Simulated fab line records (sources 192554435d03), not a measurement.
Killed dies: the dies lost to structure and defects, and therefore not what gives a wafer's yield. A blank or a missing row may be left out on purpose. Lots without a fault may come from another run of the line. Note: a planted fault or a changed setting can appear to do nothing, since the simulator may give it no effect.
fab line records ; flow n5-finfet
record lots=10; wafers=27; last-day=17
route steps=1938 shown HKMG_FIN@438 BEOL_M4@1111 PASSIVATION@1936
lots with no fault: from the same line, run without faults
start-h: start of the lot's first displayed wafer, in hours after the record's first day ; wait-h: hours elapsed since this lot's preceding step ; " same as the row above ; L1.1+2: several wafers, shown together as one row ; - value missing, or start not given ; * or withheld: withheld ; < > ~ a bound
route shown NAME@n: a module of which the file shows steps, and the number in the route of the first ; usual: mean/standard deviation taken from wafers without a fault ; same: alike in all rows ; chamber/n: place in a boat ; sites: each site's reading ; _std_site: their standard deviation ; _edge_site: outer sites' mean less inner sites' ; radius-mm: how far each site lies from the wafer's centre ; mask NAME#n: copy n ; behind: the most recent tool/chamber to have shaped the wafer ; hold: what put the lot on hold/how long, in hours/how the hold closed ; device: whichever transistor did not switch (one of n, p or np) ; end of line: the same wafers' tests at the end of the route ; a step without rows: its recipe alone ; killed: dies that structure and defects cost at the first sort, which is not the same as the wafer's yield ; map: a wafer's dies, marking killed ones x, the rest . and places with no die _
set.NAME: the setting the step ran with; set.NAME@STEP: the setting that earlier step ran with ; model.NAME: the simulator's own value behind a step, which no gauge read
the route's steps for a sample of lots (tables are steps, rows are wafers)
services: when a tool's chamber went out of use (start-h, in hours from the record's first day, below 0 if earlier), for how many hours, and the reason
## steps
# step N5_HKMG_FIN_ETCH_35
# recipe chemistry=N2/H2; target=SOC; target-depth-a=2158; ion-energy-ev=65; bias-w=5; source-w=3000; time-s=243.4; pressure-mtorr=30; n2-flow-sccm=200; h2-flow-sccm=200
# usual drypump-motor-current-A=5.6/0.53; oes-product-au=0.78/0.081; rf-vpp-V=141.7/1.2; showerhead-plenum-p-Torr=2.56/0.086; throttle-valve-pct=17.67/0.28
lot.wafer;tool;chamber;start-h;wait-h;drypump-motor-current-A;oes-product-au;rf-hours-counter-h;rf-vpp-V;showerhead-plenum-p-Torr;throttle-valve-pct
L891.1;rie-diel-06;1;86.35;0.0;5.1;0.69;221;141.1;2.51;17.75
L891.3;rie-diel-06;3;86.35;0.0;6.6;0.71;184;141.4;2.62;17.90
L891.5;rie-diel-06;3;86.35;0.0;6.7;0.71;-;142.7;2.62;17.88
L894.3;rie-diel-02;3;104.47;0.0;5.8;0.83;83;141.2;2.57;17.65
L894.5;rie-diel-02;1;104.47;0.0;6.0;0.73;-;142.4;2.63;17.95
L894.6;rie-diel-02;0;104.47;0.0;5.7;0.89;-;140.1;2.48;17.32
L895.3;rie-diel-06;0;111.83;0.0;5.0;0.94;29;142.7;2.71;17.43
L895.4;rie-diel-06;2;111.83;0.0;6.4;0.72;215;140.2;2.40;18.32
L895.6;rie-diel-06;1;111.83;0.0;5.1;0.68;-;140.6;2.51;17.78
L897.2;rie-diel-05;2;122.56;0.0;5.6;0.81;85;140.6;2.57;17.66
L897.3;rie-diel-05;1;122.56;0.0;4.9;0.69;248;140.3;2.50;17.55
L897.6;rie-diel-05;2;122.56;0.0;5.6;0.81;-;142.4;2.57;17.65
L898.2;rie-diel-05;1;128.19;0.0;4.9;0.68;250;142.0;2.50;17.55
L898.5;rie-diel-05;3;128.19;0.0;5.4;0.70;-;143.2;2.52;17.87
L898.6;rie-diel-05;0;128.19;0.0;5.3;0.81;-;141.7;2.47;17.61
L900.1;rie-diel-02;0;147.36;0.0;5.7;0.86;57;140.8;2.47;17.34
L900.3;rie-diel-02;2;147.36;0.0;5.4;0.90;30;142.5;2.70;17.25
L900.4;rie-diel-02;1;147.36;0.0;6.0;0.72;203;143.8;2.63;17.99
L906.3;rie-diel-02;2;181.42;0.0;5.3;0.87;40;142.5;2.69;17.29
L906.5;rie-diel-02;0;181.42;0.0;5.7;0.85;-;140.5;2.47;17.36
L907.4;rie-diel-06;0;185.02;0.1;5.0;0.88;-;143.4;2.70;17.46
L907.5;rie-diel-06;3;185.02;0.1;6.6;0.69;-;143.3;2.60;17.95
L908.1;rie-diel-06;3;192.50;0.0;6.7;0.69;221;142.7;2.60;17.97
L908.2;rie-diel-06;1;192.50;0.0;5.1;0.67;259;141.4;2.50;17.82
L908.6;rie-diel-06;1;192.50;0.0;5.1;0.67;-;140.4;2.50;17.82
L909.1;rie-diel-02;2;195.32;0.0;5.3;0.88;44;142.3;2.69;17.26
L909.5;rie-diel-02;2;195.32;0.0;5.3;0.87;-;142.8;2.69;17.27
# step N5_HKMG_FIN_STRIP_19
# recipe chemistry=N2/H2; power-w=2500; temp-c=300; h2-frac=0.65; time-s=360; pressure-mtorr=withheld; n2-flow-sccm=1750; h2-flow-sccm=3250
# usual drypump-motor-current-A=5.35/0.22; heater-power-w=429/32
lot.wafer;tool;chamber;start-h;wait-h;drypump-motor-current-A;heater-power-w;rf-hours-counter-h
L891.1;plasma-asher-02;0;86.64;0.0;5.00;443;85
L891.3;plasma-asher-02;1;86.64;0.0;5.36;407;-
L891.5;plasma-asher-02;1;86.64;0.0;5.35;413;-
L894.3;plasma-asher-02;0;104.88;0.1;4.99;453;-
L894.5;plasma-asher-02;1;104.88;0.1;5.36;412;-
L894.6;plasma-asher-02;0;104.88;0.1;5.01;438;-
L895.3;plasma-asher-01;1;112.25;0.2;5.34;471;-
L895.4;plasma-asher-01;0;112.25;0.2;5.61;393;-
L895.6;plasma-asher-01;1;112.25;0.2;5.36;474;-
L897.2;plasma-asher-01;0;122.86;0.0;5.64;395;53
L897.3;plasma-asher-01;1;122.86;0.0;5.33;473;-
L897.6;plasma-asher-01;1;122.86;0.0;5.36;474;-
L898.2;plasma-asher-02;1;128.49;0.0;5.35;416;92
L898.5;plasma-asher-02;0;128.49;0.0;4.98;449;-
L898.6;plasma-asher-02;1;128.49;0.0;5.36;409;-
L900.1;plasma-asher-01;1;147.66;0.0;5.34;465;57
L900.3;plasma-asher-01;1;147.66;0.0;5.35;459;-
L900.4;plasma-asher-01;0;147.66;0.0;5.61;381;-
L906.3;plasma-asher-02;0;181.83;0.1;4.99;460;-
L906.5;plasma-asher-02;1;181.83;0.1;5.39;412;-
L907.4;plasma-asher-02;1;185.35;0.1;5.36;407;-
L907.5;plasma-asher-02;0;185.35;0.1;4.99;446;-
L908.1;plasma-asher-02;1;192.80;0.0;5.35;407;105
L908.2;plasma-asher-02;0;192.80;0.0;5.00;446;105
L908.6;plasma-asher-02;0;192.80;0.0;4.99;434;-
L909.1;plasma-asher-01;1;195.61;0.0;5.33;472;66
L909.5;plasma-asher-01;1;195.61;0.0;5.34;471;-
# step N5_HKMG_FIN_STRIP_88
# recipe chemistry=N2/H2; power-w=2500; temp-c=300; h2-frac=0.65; time-s=360; pressure-mtorr=withheld; n2-flow-sccm=1750; h2-flow-sccm=3250
# usual drypump-motor-current-A=5.34/0.22; heater-power-w=429/32
lot.wafer;tool;chamber;start-h;wait-h;drypump-motor-current-A;heater-power-w;rf-hours-counter-h
L891.1;plasma-asher-01;0;87.62;0.0;5.69;383;45
L891.3;plasma-asher-01;0;87.62;0.0;5.69;401;-
L891.5;plasma-asher-01;0;87.62;0.0;5.66;390;-
L894.3;plasma-asher-01;0;105.87;0.1;5.58;385;-
L894.5;plasma-asher-01;0;105.87;0.1;5.65;385;-
L894.6;plasma-asher-01;1;105.87;0.1;5.32;476;-
L895.3;plasma-asher-02;1;113.48;0.1;5.37;402;-
L895.4;plasma-asher-02;0;113.48;0.1;5.01;442;-
L895.6;plasma-asher-02;0;113.48;0.1;4.96;445;-
L897.2;plasma-asher-02;1;123.85;0.0;5.37;410;91
L897.3;plasma-asher-02;0;123.85;0.0;5.00;443;-
L897.6;plasma-asher-02;0;123.85;0.0;5.02;450;-
L898.2;plasma-asher-02;0;129.46;0.0;5.02;438;92
L898.5;plasma-asher-02;0;129.46;0.0;5.02;436;-
L898.6;plasma-asher-02;1;129.46;0.0;5.39;407;-
L900.1;plasma-asher-02;0;148.63;0.0;5.01;461;95
L900.3;plasma-asher-02;1;148.63;0.0;5.36;420;-
L900.4;plasma-asher-02;0;148.63;0.0;4.99;438;-
L906.3;plasma-asher-01;0;182.84;0.1;5.62;385;-
L906.5;plasma-asher-01;0;182.84;0.1;5.62;394;-
L907.4;plasma-asher-02;0;186.33;0.1;5.01;439;-
L907.5;plasma-asher-02;1;186.33;0.1;5.35;407;-
L908.1;plasma-asher-01;0;193.77;0.0;5.63;388;65
L908.2;plasma-asher-01;1;193.77;0.0;5.34;483;65
L908.6;plasma-asher-01;1;193.77;0.0;5.35;486;-
L909.1;plasma-asher-01;1;196.81;0.0;5.35;463;67
L909.5;plasma-asher-01;0;196.81;0.0;5.65;393;-
# step N5_HKMG_FIN_ALD_21
# recipe material=TiN; target-thk-a=15; temp-c=400; ald-precursor-family=TiCl4; ald-co-reactant=NH3; pulse-time-s=1; purge-time-s=3; co-reactant-purge-time-s=2; co-reactant-pulse-time-s=2; ald-cycles=68; pressure-torr=3
# usual ald-cycles=68/0; heater-power-w=875/87; precursor-pulse-height-rel=1.002/0.019
lot.wafer;tool;chamber;start-h;wait-h;ald-cycles;heater-power-w;precursor-pulse-height-rel
L891.1;ald-metal-02;1;89.20;0.3;68;736;1.021
L891.3;ald-metal-02;3;89.20;0.3;68;869;1.016
L891.5;ald-metal-02;1;89.20;0.3;68;745;0.976
L894.3;ald-metal-02;1;107.32;0.1;68;730;0.990
L894.5;ald-metal-02;0;107.32;0.1;68;985;0.986
L894.6;ald-metal-02;3;107.32;0.1;68;852;1.034
L895.3;ald-metal-02;0;114.93;0.1;68;974;1.032
L895.4;ald-metal-02;1;114.93;0.1;68;721;1.026
L895.6;ald-metal-02;3;114.93;0.1;68;875;0.997
L897.2;ald-metal-02;2;125.41;0.3;68;956;0.979
L897.3;ald-metal-02;0;125.41;0.3;68;1020;1.017
L897.6;ald-metal-02;2;125.41;0.3;68;926;0.997
L898.2;ald-metal-03;2;131.15;0.3;68;807;0.982
L898.5;ald-metal-03;0;131.15;0.3;68;845;1.007
L898.6;ald-metal-03;3;131.15;0.3;68;981;1.024
L900.1;ald-metal-03;1;150.20;0.3;68;873;1.030
L900.3;ald-metal-03;2;150.20;0.3;68;834;0.987
L900.4;ald-metal-03;3;150.20;0.3;68;970;0.973
L906.3;ald-metal-03;0;184.28;0.1;68;831;0.985
L906.5;ald-metal-03;2;184.28;0.1;31;841;0.984
L907.4;ald-metal-03;3;187.77;0.1;68;960;0.986
L907.5;ald-metal-03;2;187.77;0.1;31;843;0.988
L908.1;ald-metal-04;0;195.34;0.3;68;1042;1.015
L908.2;ald-metal-04;3;195.34;0.3;68;760;0.962
L908.6;ald-metal-04;1;195.34;0.3;68;770;0.993
L909.1;ald-metal-03;0;198.48;0.3;31;853;1.014
L909.5;ald-metal-03;2;198.48;0.3;31;821;1.008
# step N5_BEOL_M4_RC_MEAS_101
# usual DIBL_N=36.5/1.4; DIBL_P=36.6/1.9; IOFF_N=0.167/0.029; IOFF_P=0.21/0.033; ION_N=674/12; ION_P=460/8.9; SS_N=71.6/0.57; SS_P=73.4/0.61; VT_N=249/3.3; VT_P=-250/3.3
lot.wafer;tool;chamber;start-h;wait-h;DIBL_N[mV/V];DIBL_P[mV/V];IOFF_N[nA/um];IOFF_P[nA/um];ION_N[uA/um];ION_P[uA/um];SS_N[mV/dec];SS_P[mV/dec];VT_N[mV];VT_P[mV]
L891.1;prober-02;0;178.37;0.0;36.0;36.0;0.160;0.20;664;454;71.5;73.9;250;-252
L891.3;prober-02;0;178.37;0.0;34.5;33.9;0.134;0.18;657;450;71.3;73.7;252;-256
L891.5;prober-02;0;178.37;0.0;38.5;39.2;0.214;0.26;674;459;72.6;74.7;244;-247
L894.3;prober-01;0;196.11;0.3;35.8;34.7;0.145;0.19;660;451;71.2;73.5;249;-251
L894.5;prober-01;0;196.11;0.3;35.5;34.8;0.150;0.20;681;465;71.0;73.2;250;-249
L894.6;prober-01;0;196.11;0.3;37.0;36.7;0.172;0.23;667;460;70.9;73.8;248;-248
L895.3;prober-01;0;204.07;0.3;37.1;38.5;0.212;0.25;682;468;72.3;73.9;246;-248
L895.4;prober-01;0;204.07;0.3;35.5;35.8;0.180;0.21;694;470;72.4;72.8;246;-249
L895.6;prober-01;0;204.07;0.3;35.7;36.4;0.170;0.21;678;462;72.6;73.1;248;-249
L897.2;prober-02;0;210.35;0.2;36.2;35.3;0.164;0.18;669;453;72.0;72.7;249;-253
L897.3;prober-02;0;210.35;0.2;35.3;35.3;0.157;0.18;678;457;71.5;73.0;248;-253
L897.6;prober-02;0;210.35;0.2;37.7;38.0;0.191;0.23;679;467;72.2;74.1;245;-249
L898.2;prober-01;0;214.88;0.2;35.4;34.6;0.153;0.18;678;460;71.9;72.6;250;-254
L898.5;prober-01;0;214.88;0.2;37.5;37.5;0.210;0.21;689;465;71.5;73.6;245;-251
L898.6;prober-01;0;214.88;0.2;36.1;35.6;0.158;0.18;671;453;71.5;72.5;249;-253
L900.1;prober-01;0;233.39;0.0;37.6;37.8;0.174;0.24;669;461;71.9;73.7;250;-250
L900.3;prober-01;0;233.39;0.0;36.9;38.0;0.172;0.26;694;477;71.3;73.5;248;-247
L900.4;prober-01;0;233.39;0.0;36.2;36.3;0.153;0.22;684;468;71.9;73.2;249;-247
L906.3;prober-02;0;269.52;0.3;38.2;38.8;0.181;0.21;666;450;71.6;74.3;246;-253
L906.5;prober-02;0;269.52;0.3;36.2;36.2;0.152;0.17;664;446;70.7;73.0;249;-255
L908.1;prober-02;0;286.76;0.0;35.4;35.2;0.142;0.17;675;463;71.0;72.1;249;-251
L908.2;prober-02;0;286.76;0.0;36.2;34.6;0.146;0.16;669;446;71.2;73.0;252;-256
L908.6;prober-02;0;286.76;0.0;35.8;35.9;0.151;0.18;684;466;71.3;73.0;252;-254
L909.1;prober-02;0;289.57;0.0;36.3;36.5;0.160;0.20;671;456;72.0;74.1;248;-253
L909.5;prober-02;0;289.57;0.0;35.4;35.1;0.140;0.19;673;459;70.9;74.4;252;-253
L907.4;prober-01;0;289.69;0.5;37.9;38.4;0.174;0.24;668;462;72.1;73.4;248;-251
L907.5;prober-01;0;289.69;0.5;39.4;41.1;0.228;0.29;703;481;71.8;74.9;245;-247
# step N5_PASSIVATION_PROBE_49
# usual defect-limited-yield=91.2/1.6; killed_at_M0_to_M3=34/11; killed_at_M4_up=14/5.7; killed-at-contacts=14/6.6; killed-at-front-end=37/10; killed-at-other=4/3.2; killed-dies=104/19; killed-on-rim=14/4.1; killed-open=69/13; killed-short=33/8.7; sort_bin_5_function=5.1/1; sort_bin_6_memory=3.3/0.76; sort_bin_8_speed=0.00/0.016; sort-n-pass=1076/19; sort-yield-pct=91.2/1.6
# same gross-dies=1180; killed-at-back-side=0; sort_bin_4_leakage[%]=0
lot.wafer;tool;chamber;start-h;wait-h;defect-limited-yield[%];killed_at_M0_to_M3;killed_at_M4_up;killed-at-contacts;killed-at-front-end;killed-at-other;killed-dies;killed-on-rim;killed-open;killed-short;sort_bin_5_function[%];sort_bin_6_memory[%];sort_bin_8_speed[%];sort-n-pass;sort-yield-pct[%]
L891.1;prober-01;-;275.80;0.1;93.1;36;11;6;21;7;81;9;55;25;3.2;3.6;0;1099;93.1
L891.3;prober-01;-;275.90;0.2;93.7;24;10;10;27;3;74;8;44;30;4.2;1.9;0;1106;93.7
L891.5;prober-01;-;276.00;0.3;94.4;19;10;11;23;3;66;5;41;23;4.0;1.4;0;1114;94.4
L897.2;prober-02;-;308.74;0.1;92.6;25;14;12;29;7;87;9;61;24;4.5;2.6;0;1093;92.6
L897.3;prober-02;-;308.79;0.1;92.3;31;9;35;15;1;91;11;66;25;4.3;3.1;0;1089;92.3
L897.6;prober-02;-;308.94;0.3;94.3;18;13;11;23;2;67;8;47;20;3.1;2.5;0;1113;94.3
L898.2;prober-02;-;313.53;0.1;91.6;44;16;10;28;1;99;11;75;24;4.4;3.9;0;1081;91.6
L898.5;prober-02;-;313.68;0.2;92.6;37;13;13;23;1;87;11;54;33;4.4;2.4;0;1093;92.6
L898.6;prober-02;-;313.73;0.3;91.4;26;17;11;46;2;102;14;77;25;4.6;4.0;0;1078;91.4
L900.1;prober-01;-;331.48;0.0;94.0;27;9;13;17;5;71;9;48;21;3.1;2.7;0;1109;94.0
L900.3;prober-01;-;331.58;0.1;90.8;36;26;13;30;4;109;14;80;26;5.4;3.5;0;1071;90.8
L900.4;prober-01;-;331.63;0.2;90.8;35;21;22;25;6;109;11;75;31;5.5;3.5;0;1071;90.8
L906.3;prober-02;-;379.18;0.1;92.2;40;14;5;31;2;92;20;71;21;5.0;2.5;0;1088;92.2
L908.1;prober-01;-;390.01;0.0;90.9;35;10;22;39;1;107;19;73;32;5.8;3.1;0;1073;90.9
L908.2;prober-01;-;390.06;0.1;89.6;41;15;29;38;0;123;19;76;45;6.2;3.7;0.08;1057;89.6
L908.6;prober-01;-;390.26;0.3;91.4;15;22;34;28;3;102;12;81;19;4.2;4.3;0;1078;91.4
L909.1;prober-02;-;390.70;0.0;92.2;20;22;11;33;6;92;9;64;27;5.0;2.5;0;1088;92.2
L909.5;prober-02;-;390.90;0.2;94.5;15;13;11;24;2;65;5;39;26;3.6;1.6;0;1115;94.5
L907.4;prober-01;-;395.88;0.2;93.1;19;12;7;35;8;81;10;50;29;3.8;3.0;0;1099;93.1
L907.5;prober-01;-;395.93;0.2;90.7;36;11;12;44;7;110;10;71;39;5.0;4.0;0;1070;90.7
# killed by level:class
L891.1 BEOL_M1:geometric-particle:open=10 STI_FIN_REVEAL:geometric-particle:open=8 BEOL_M0_SAQP:geometric-particle:open=7 BEOL_M0_SAQP:geometric-particle:short=5 BEOL_M1:geometric-particle:short=5 MOL_CONTACT_COAG:geometric-particle:open=4 BEOL_M3:geometric-particle:open=4 BEOL_M4:geometric-particle:open=4
L891.3 MOL_CONTACT_COAG:geometric-particle:open=9 STI_FIN_REVEAL:geometric-particle:open=6 BEOL_M4:geometric-particle:open=5 BEOL_M0_SAQP:geometric-particle:short=4 BEOL_M0_SAQP:geometric-particle:open=4 BEOL_M0:geometric-particle:short=4 BEOL_M1:geometric-particle:short=4 STARTING-WAFER:geometric-particle:open=4
L891.5 MOL_CONTACT_COAG:geometric-particle:open=8 GATE_CUT:geometric-particle:short=7 BEOL_M3:geometric-particle:open=6 BEOL_M0_SAQP:geometric-particle:open=4 ILD0:geometric-particle:short=3 MOL_CONTACT_COAG:geometric-particle:short=3 BEOL_M1:geometric-particle:open=3 BEOL_M5:geometric-particle:open=3
L897.2 MOL_CONTACT_COAG:geometric-particle:open=8 BEOL_M4:geometric-particle:open=8 GATE_CUT:geometric-particle:short=7 BEOL_M1:geometric-particle:open=7 MOL_CONTACT_COAG:geometric-particle:short=4 BEOL_M2:geometric-particle:open=4 PASS1_CAP:geometric-particle:open=4 FIN_SAQP:geometric-particle:short=3
L897.3 MOL_CONTACT_COAG:geometric-particle:open=31 BEOL_M0_SAQP:geometric-particle:open=12 BEOL_M0_SAQP:geometric-particle:short=8 MOL_CONTACT_COAG:geometric-particle:short=4 BEOL_M4:geometric-particle:open=3 BEOL_M1:geometric-particle:short=3 BEOL_M1:geometric-particle:open=3 BEOL_M3:geometric-particle:open=3
L897.6 MOL_CONTACT_COAG:geometric-particle:open=10 STI_FIN_REVEAL:geometric-particle:open=8 BEOL_M4:geometric-particle:open=6 BEOL_M1:geometric-particle:open=5 BEOL_M7:geometric-particle:open=4 GATE_CUT:geometric-particle:short=4 BEOL_M0_SAQP:geometric-particle:short=4 BEOL_M2:geometric-particle:open=4
L898.2 BEOL_M2:geometric-particle:open=11 MOL_CONTACT_COAG:geometric-particle:open=9 BEOL_M3:geometric-particle:open=8 FIN_SAQP:geometric-particle:open=7 BEOL_M0_SAQP:geometric-particle:short=7 BEOL_M0_SAQP:geometric-particle:open=7 BEOL_M1:geometric-particle:open=6 GATE_CUT:geometric-particle:short=5
L898.5 MOL_CONTACT_COAG:geometric-particle:open=9 BEOL_M2:geometric-particle:open=9 BEOL_M3:geometric-particle:open=8 STI_FIN_REVEAL:geometric-particle:open=6 GATE_CUT:geometric-particle:short=5 BEOL_M0_SAQP:geometric-particle:open=5 MOL_CONTACT_COAG:geometric-particle:short=4 BEOL_M4:geometric-particle:short=4
L898.6 STI_FIN_REVEAL:geometric-particle:open=14 FIN_SAQP:geometric-particle:open=10 BEOL_M4:geometric-particle:open=10 MOL_CONTACT_COAG:geometric-particle:open=9 BEOL_M0_SAQP:geometric-particle:open=6 BEOL_M0_SAQP:geometric-particle:short=6 BEOL_M3:geometric-particle:open=5 DUMMY_GATE:geometric-particle:open=5
L900.1 MOL_CONTACT_COAG:geometric-particle:open=10 BEOL_M1:geometric-particle:open=7 GATE_CUT:geometric-particle:short=6 BEOL_M0:geometric-particle:open=4 BEOL_M2:geometric-particle:open=4 BEOL_M3:geometric-particle:open=4 STI_FIN_REVEAL:geometric-particle:open=3 DUMMY_GATE:geometric-particle:open=2
L900.3 BEOL_M4:geometric-particle:open=14 MOL_CONTACT_COAG:geometric-particle:open=11 DUMMY_GATE:geometric-particle:open=8 BEOL_M0_SAQP:geometric-particle:short=8 BEOL_M0_SAQP:geometric-particle:open=7 BEOL_M2:geometric-particle:open=6 STI_FIN_REVEAL:geometric-particle:open=5 BEOL_M3:geometric-particle:open=5
L900.4 MOL_CONTACT_COAG:geometric-particle:open=14 BEOL_M4:geometric-particle:open=10 BEOL_M1:geometric-particle:open=9 BEOL_M0_SAQP:geometric-particle:short=8 FIN_SAQP:geometric-particle:open=7 MOL_CONTACT_COAG:geometric-particle:short=6 BEOL_M0_SAQP:geometric-particle:open=5 BEOL_M5:geometric-particle:open=4
L906.3 BEOL_M3:geometric-particle:open=13 FIN_SAQP:geometric-particle:open=9 BEOL_M1:geometric-particle:open=8 BEOL_M0_SAQP:geometric-particle:open=7 BEOL_M8:geometric-particle:open=5 DUMMY_GATE:geometric-particle:open=4 MOL_CONTACT_COAG:geometric-particle:open=4 BEOL_M0_SAQP:geometric-particle:short=4
L908.1 MOL_CONTACT_COAG:geometric-particle:open=20 STI_FIN_REVEAL:geometric-particle:open=9 BEOL_M0_SAQP:geometric-particle:open=8 BEOL_M0_SAQP:geometric-particle:short=7 DUMMY_GATE:geometric-particle:open=6 BEOL_M2:geometric-particle:short=5 BEOL_M3:geometric-particle:open=5 BEOL_M1:geometric-particle:open=4
L908.2 MOL_CONTACT_COAG:geometric-particle:open=22 STI_FIN_REVEAL:geometric-particle:open=11 BEOL_M0_SAQP:geometric-particle:short=9 MOL_CONTACT_COAG:geometric-particle:short=7 BEOL_M3:geometric-particle:open=7 BEOL_M4:geometric-particle:open=7 BEOL_M1:geometric-particle:short=5 BEOL_M5:geometric-particle:open=5
L908.6 MOL_CONTACT_COAG:geometric-particle:open=32 STI_FIN_REVEAL:geometric-particle:open=9 BEOL_M4:geometric-particle:open=7 FIN_SAQP:geometric-particle:open=6 BEOL_M8:geometric-particle:open=5 BEOL_M2:geometric-particle:open=4 DUMMY_GATE:geometric-particle:open=3 BEOL_M0_SAQP:geometric-particle:open=3
L909.1 BEOL_M4:geometric-particle:open=14 STI_FIN_REVEAL:geometric-particle:open=10 MOL_CONTACT_COAG:geometric-particle:open=9 FIN_SAQP:geometric-particle:open=6 FIN_SAQP:geometric-particle:short=5 BEOL_M2:geometric-particle:open=5 BEOL_M4:geometric-particle:short=5 DUMMY_GATE:geometric-particle:open=4
L909.5 MOL_CONTACT_COAG:geometric-particle:open=8 BEOL_M0_SAQP:geometric-particle:short=5 BEOL_M4:geometric-particle:open=5 STI_FIN_REVEAL:geometric-particle:open=4 GATE_CUT:geometric-particle:short=4 BEOL_M6:geometric-particle:open=4 FIN_SAQP:geometric-particle:open=3 MOL_CONTACT_COAG:geometric-particle:short=3
L907.4 FIN_SAQP:geometric-particle:open=11 BEOL_M0_SAQP:geometric-particle:open=7 FIN_SAQP:geometric-particle:short=6 GATE_CUT:geometric-particle:short=6 BEOL_M0_SAQP:geometric-particle:short=6 MOL_CONTACT_COAG:geometric-particle:open=5 BEOL_M4:geometric-particle:open=5 STI_FIN_REVEAL:geometric-particle:open=3
L907.5 FIN_SAQP:geometric-particle:open=12 MOL_CONTACT_COAG:geometric-particle:open=10 FIN_SAQP:geometric-particle:short=8 BEOL_M3:geometric-particle:open=8 BEOL_M1:geometric-particle:open=7 BEOL_M2:geometric-particle:open=7 GATE_CUT:geometric-particle:short=6 STARTING-WAFER:geometric-particle:short=5
## services
tool;chamber;start-h;hours;kind
ald-metal-04;-;70.52;2.8;pm
rie-diel-06;0;79.05;8.7;repair
ald-metal-04;-;80.09;1.7;repair
ald-metal-03;-;84.32;6.0;pm
rie-diel-02;1;87.10;2.7;repair
rie-diel-02;0;122.41;2.5;repair
rie-diel-05;1;129.72;-;clean
rie-diel-05;1;129.72;-;consumable-replace:focus-ring
rie-diel-05;1;129.72;12.8;scheduled-down
rie-diel-05;1;129.72;12.8;vent-cycle
ald-metal-03;2;132.89;-;calibration
ald-metal-04;0;133.45;46.5;repair
plasma-asher-02;-;134.65;0.7;repair
ald-metal-04;-;149.32;0.6;repair
rie-diel-02;0;151.41;1.6;repair
ald-metal-02;3;159.83;23.7;repair
ald-metal-04;2;165.48;-;calibration
rie-diel-06;2;168.37;33.9;repair
plasma-asher-01;-;192.36;1.2;repair
rie-diel-06;-;195.13;28.1;pm
rie-diel-05;3;198.03;-;clean
rie-diel-05;3;198.03;-;consumable-replace:focus-ring
rie-diel-05;3;198.03;19.4;scheduled-down
rie-diel-05;3;198.03;19.4;vent-cycle
## key
first-sign step=N5_HKMG_FIN_ALD_21; reading=ald-cycles; direction=down; sigmas=99+; usual=*; struck=*
effect none on later readings
met-at N5_HKMG_FIN_ALD_21
struck-lots L906,L907,L909
struck-wafers L906.5,L907.5,L909.1,L909.5
not-acting-at N5_HKMG_FIN_ETCH_35,N5_HKMG_FIN_STRIP_19,N5_HKMG_FIN_STRIP_88
onset-between 150.20 184.28
fault kind=process-parameter-drift; tool=ald-metal-03; chamber=-; onset-h=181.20; steps=N5_HKMG_FIN_ALD_21; channel=ald-cycles; offset=*; shape=step; end-h=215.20; scope=struck-wafers-only; acts-in=*; stated=*
